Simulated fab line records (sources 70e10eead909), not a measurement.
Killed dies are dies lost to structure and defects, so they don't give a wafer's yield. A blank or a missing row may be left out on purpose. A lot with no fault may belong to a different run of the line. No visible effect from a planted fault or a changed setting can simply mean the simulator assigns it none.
Struck lot and sound lot, side by side / flow nand-harc / 14 steps out of a route of 1302
Sound: wafers L416.2, L416.4, L416.5. Struck: wafers L430.4, L430.5 (left out: L430.2, a lot-mate that was not struck); the cause follows at the end.
Order at every step that has rows: each side's tool, ch and its chambers, its first start. Under that, the readings that differ: sound wafers / struck wafers / difference of the means / sigmas: that difference in standard deviations of wafers without a fault.
alike: readings whose means differ by less than 2 such deviations, and words and numbers that are the same on both sides. not compared: withheld readings, readings that some wafer has no value for, bounds like >300 that may hide the same value, and numbers for which the record gives no deviation and whose values overlap.
Wherever a step has rows on one side only, a row that says differs or no value, or a row with sigmas, the two part there. Numbers that have no deviation but don't overlap get no sigmas and don't part them. A reading missing from all wafers of one side parts the sides only when that side holds two or more wafers.

first, 4 steps without rows for these wafers: NHARC_P_M1_EBR_05; NHARC_P_M1_EXPOSE_06 (exposes mask P M1, target cd 130 nm); NHARC_P_M1_PEB_07 (peb time 65 s); NHARC_P_M1_DEVELOP_08 (develop time 35 s).
NHARC_P_M1_CD_MEAS_09: the cd target is 130 nm.
  sound on cd-sem-01 ch 0, day 9 13:35; struck on cd-sem-01 ch 0, day 15 21:11
  alike: cd-nm
NHARC_P_M1_OVL_MEAS_10: pitch 260 nm.
  sound on overlay-02 at day 9 13:41; struck on overlay-01 at day 15 21:16
  alike: overlay-x-nm, overlay-y-nm
NHARC_P_M1_INSPECT_11:
  sound on defect-inspect-02 at day 9 13:43; struck on defect-inspect-02 at day 15 21:18
  alike: raw-defect-count
NHARC_P_M1_DESCUM_14: chemistry O2, time 3 s.
  sound on rie-diel-09 ch 0,1, day 9 13:47; struck on rie-diel-06 ch 0,2, day 15 21:22
  alike: drypump-motor-current-A, oes-product-au, rf-vpp-V, showerhead-plenum-p-Torr, throttle-valve-pct
  not compared: rf-hours-counter-h
NHARC_P_M1_ETCH_35: etches the open film in N2/H2, target depth 40 nm, overetch 12 nm, time 43.94 s.
  sound on rie-diel-09 ch 0,1,3, day 9 13:52; struck on rie-diel-06 ch 0,1, day 15 21:27
  alike: drypump-motor-current-A, n2-flow-sccm, oes-product-au, rf-fwd-power-W, rf-vpp-V, showerhead-plenum-p-Torr, throttle-valve-pct
  not compared: rf-hours-counter-h
NHARC_P_M1_ETCH_15: etches the open film in C4F8/Ar, target depth 182.5 nm, time 91.2 s.
  sound on rie-diel-09 ch 1,2,3; struck on rie-diel-06 ch 0,3
reading=rf-vpp-V (V); sound=447 444 443; struck=436 437; difference=-8; sigmas=-2
  alike: oes-product-au, rf-fwd-power-W
  not compared: rf-hours-counter-h
NHARC_P_M1_CD_MEAS_16:
  sound on cd-sem-03 at day 9 14:05; struck on cd-sem-01 at day 15 21:41
reading=cd-nm (nm); sound=129.0 129.9 130.1; struck=131.8 131.4; difference=+1.9; sigmas=+2
NHARC_P_M1_STRIP_18: strips in N2/H2.
  sound on rie-diel-04 ch 0,3, day 9 14:11; struck on rie-diel-09 ch 0,2, day 15 21:48
  alike: drypump-motor-current-A, n2-flow-sccm, oes-product-au, rf-fwd-power-W, rf-vpp-V, showerhead-plenum-p-Torr, throttle-valve-pct
  not compared: rf-hours-counter-h
NHARC_P_M1_ETCH_28: etches the open film in CF4/N2, target depth 30 nm, time 72.99 s.
  sound on rie-diel-04 ch 0,2, day 9 14:24; struck on rie-diel-09 ch 0,1, day 15 21:59
reading=oes-product-au (a.u.); sound=1.007 0.987 1.004; struck=0.865 0.868; difference=-0.133; sigmas=-11
  alike: drypump-motor-current-A, n2-flow-sccm, rf-fwd-power-W, rf-vpp-V, showerhead-plenum-p-Torr, throttle-valve-pct
  not compared: rf-hours-counter-h
then, 1 step without rows for these wafers: NHARC_P_M1_STRIP_19 (strips in post etch residue remover, time 600 s).

== WHERE THEY PART ==
Earliest at NHARC_P_M1_ETCH_15; latest, in this record, at NHARC_P_M1_ETCH_28.

WHY: what had been put in by the simulator
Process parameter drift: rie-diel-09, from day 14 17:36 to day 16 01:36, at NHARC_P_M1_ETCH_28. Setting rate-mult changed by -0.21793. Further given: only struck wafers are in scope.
